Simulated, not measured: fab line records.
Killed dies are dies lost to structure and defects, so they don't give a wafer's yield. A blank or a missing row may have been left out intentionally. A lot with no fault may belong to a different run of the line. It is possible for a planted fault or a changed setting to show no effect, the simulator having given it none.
A struck lot beside a sound one -- flow n5-finfet -- 38 out of 1938 route steps
Sound: the wafers L807.3, L807.4, L807.5. Wafers L808.2, L808.6 were the ones struck. The cause comes at the end.
For every step that has rows: the tool of each side, followed by ch and its chambers, followed by its first start. Under that, the readings that differ: sound wafers -- struck wafers -- difference of the means -- sigmas: that difference in standard deviations of wafers without a fault.
alike: readings whose means differ by less than 2 such deviations, and words and numbers that are the same on both sides. not compared: withheld readings, readings that some wafer has no value for, bounds like >300 that may hide the same value, and numbers for which the record gives no deviation and whose values overlap.
Wherever a step has rows on one side only, a row that says differs or no value, or a row with sigmas, the two part there. Numbers that have no deviation but don't overlap get no sigmas and don't part them. A reading that every wafer of one side lacks parts them only if that side has two wafers or more.

first, 9 steps without rows for these wafers: N5_BEOL_M7_DESCUM_33 (chemistry O2, time 7 s); N5_BEOL_M7_ETCH_72 (etches underlayer in N2/H2, target depth 6.5 nm, time 5.2 s); N5_BEOL_M7_ETCH_65 (etches SiARC in CF4, target depth 15.6 nm, time 26 s); N5_BEOL_M7_ETCH_66 (etches SOC in N2/H2, target depth 80 nm, overetch 16 nm, time 120 s); N5_BEOL_M7_STRIP_69 (strips in N2/H2); N5_BEOL_M7_STRIP_73 (strips in N2/H2); N5_BEOL_M7_VIA_ETCH_34 (etches SiCOH lowk in C4F6/O2, target depth 125.5 nm, time 50.5 s); N5_BEOL_M7_STRIP_76 (strips in C4F6/O2); N5_BEOL_M7_STRIP_36 (strips in N2/H2).
N5_BEOL_M7_TRENCH_ETCH_37: etches SiCOH lowk in C4F6/O2, target depth 93.478 nm, time 31.2 s.
  sound on rie-diel-04 ch 0,3, day 12 01:40; struck on rie-diel-04 ch 0, day 12 11:42
reading,sound,struck,difference,sigmas
run-length-s (s),55.3 55.1 54.9,64.1 64.2,+9.1,+17
model.etch.depth-nm (nm),93.33 93.72 93.87,120 120.8,+27,
model.BEOL_M7.feature-depth-nm (nm),93.4 93.8 93.8,120 120.8,+27,
model.TiN_of_BEOL_M7_HM_DEP_02.thk-nm (nm),17.8 17.8 17.8,16 16.4,-2,
  alike: drypump-motor-current-A, mfc-ar-sccm, oes-product-au, rf-vpp-V, showerhead-plenum-p-Torr, throttle-valve-pct
  not compared: rf-hours-counter-h
then, 2 steps without rows for these wafers: N5_BEOL_M7_ETCH_41 (etches SiCN in CH3F/O2, target depth 31.9 nm, time 57.8 s); N5_BEOL_M7_STRIP_80 (strips in N2/H2, time 10 s).
N5_BEOL_M7_OCD_MEAS_38:
  sound on ocd-02, day 12 01:49; struck on ocd-02, day 12 11:52
reading,sound,struck,difference,sigmas
trench-depth-nm (nm),93.5 93.7 93.6,120.0 120.7,+26.8,+13
then, 13 steps without rows for these wafers: N5_BEOL_M7_HM_STRIP_39 (strips TiN in peroxide tin strip, target depth 25 nm, time 158 s); N5_BEOL_M7_SRD_40 (time 30 s); N5_BEOL_M7_PRECLEAN_42 (cleans in residue remover, time 60 s); N5_BEOL_M7_SRD_43 (time 30 s); N5_BEOL_M7_CURE_75 (cures SiCOH lowk, time 120 s); N5_BEOL_M7_DEGAS_44 (time 60 s); N5_BEOL_M7_PRE_CLEAN_45 (time 30 s); N5_BEOL_M7_ALD_77 (deposits TaN, target thk 2 nm, pulse time 2 s, purge time 3 s); N5_BEOL_M7_SURFACE_TREAT_79; N5_BEOL_M7_CVD_78 (deposits Co from CCTBA/H2, target thk 2 nm, time 142.3 s); N5_BEOL_M7_SPUTTER_48 (material Cu, target thk 10 nm, time 1.667 s); N5_BEOL_M7_ECD_50 (material Cu, target thk 300 nm); N5_BEOL_M7_ANNEAL_51 (time 90 s).
N5_BEOL_M7_CMP_52: polishes, stops on SiCOH lowk, t overpolish 6.9 s, target thk 80 nm.
  sound on cmp-03 ch 1,2, day 12 03:41; struck on cmp-02 ch 0,1, day 12 14:17
reading,sound,struck,difference,sigmas
model.Cu_of_BEOL_M7_ECD_50.thk-nm (nm),80.2 80.8 80.4,106.4 106.8,+26.1,
  alike: barrier-field-endpoint-s, motor-current-A, overpolish-run-s, time-to-endpoint-s
N5_BEOL_M7_THK_MEAS_53: measures by xrf.
  sound on film-metro-02, day 12 03:56; struck on film-metro-01, day 12 14:32
reading,sound,struck,difference,sigmas
M7_THK (nm),81.6 82.0 81.6,108.1 108.0,+26.3,+12
then, 2 steps without rows for these wafers: N5_BEOL_M7_PRE_CLEAN_55 (time 15 s); N5_BEOL_M7_DEP_56 (deposits SiCN from 3MS/NH3, target thk 10 nm, time 17.5 s).
N5_BEOL_M7_RS_MEAS_57: the measuring method here is four-point-probe.
  sound on film-metro-02, day 12 04:04; struck on film-metro-01, day 12 14:40
reading,sound,struck,difference,sigmas
M7_RS (ohm/sq),0.286 0.283 0.285,0.206 0.205,-0.079,-9
then, 5 steps without rows for these wafers: N5_BEOL_M8_ILD_DEP_00 (deposits SiCOH lowk from DEMS/porogen, target thk 179.75 nm, time 33.4 s); N5_BEOL_M8_CURE_74 (cures SiCOH lowk, time 240 s); N5_BEOL_M8_PECVD_70 (deposits SiO2 from TEOS/O2, target thk 20 nm, time 22.7 s); N5_BEOL_M8_HM_DEP_02 (deposits TiN, target thk 20 nm); N5_BEOL_M8_COAT_59 (time 60 s, resist thk 100 nm).
-- a jump in the record: the struck wafers' starts before and after are 3 days apart (it breaks off in module BEOL_M8 and resumes in module BEOL_M15, where the first step shown is number 1830 of the route) --
N5_BEOL_M15_RC_MEAS_101:
  sound on prober-01 ch 0, day 14 15:53; struck on prober-02 ch 0, day 15 05:53
reading,sound,struck,difference,sigmas
COMB_M13 (S/m),5.3e-12 6.6e-12 6.3e-12,4.8e-12 3.3e-12,-2.0e-12,-2
SERP_M7 (ohm/um),13.8 13.0 13.3,9.8 9.9,-3.5,-6
SERP_M7_max_site (ohm/um),14.2 13.4 13.9,10.3 10.3,-3.5,-5
  alike: COMB_M10, COMB_M11, COMB_M12, COMB_M14, COMB_M15, COMB_M5, COMB_M6, COMB_M8, COMB_M9, SERP_M10, SERP_M11, SERP_M12, SERP_M13, SERP_M13_max_site, SERP_M14, SERP_M5, SERP_M6, SERP_M8, SERP_M9
N5_PASSIVATION_PROBE_49:
  record: rows for the struck wafers here (prober-01, day 15 20:11), none for the sound ones

## WHERE THEY PART
At N5_BEOL_M7_TRENCH_ETCH_37 first; at N5_PASSIVATION_PROBE_49 last (within this record only).

WHY: what the simulator had put in
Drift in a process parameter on rie-diel-04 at N5_BEOL_M7_TRENCH_ETCH_37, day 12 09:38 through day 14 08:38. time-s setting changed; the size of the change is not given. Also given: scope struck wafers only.
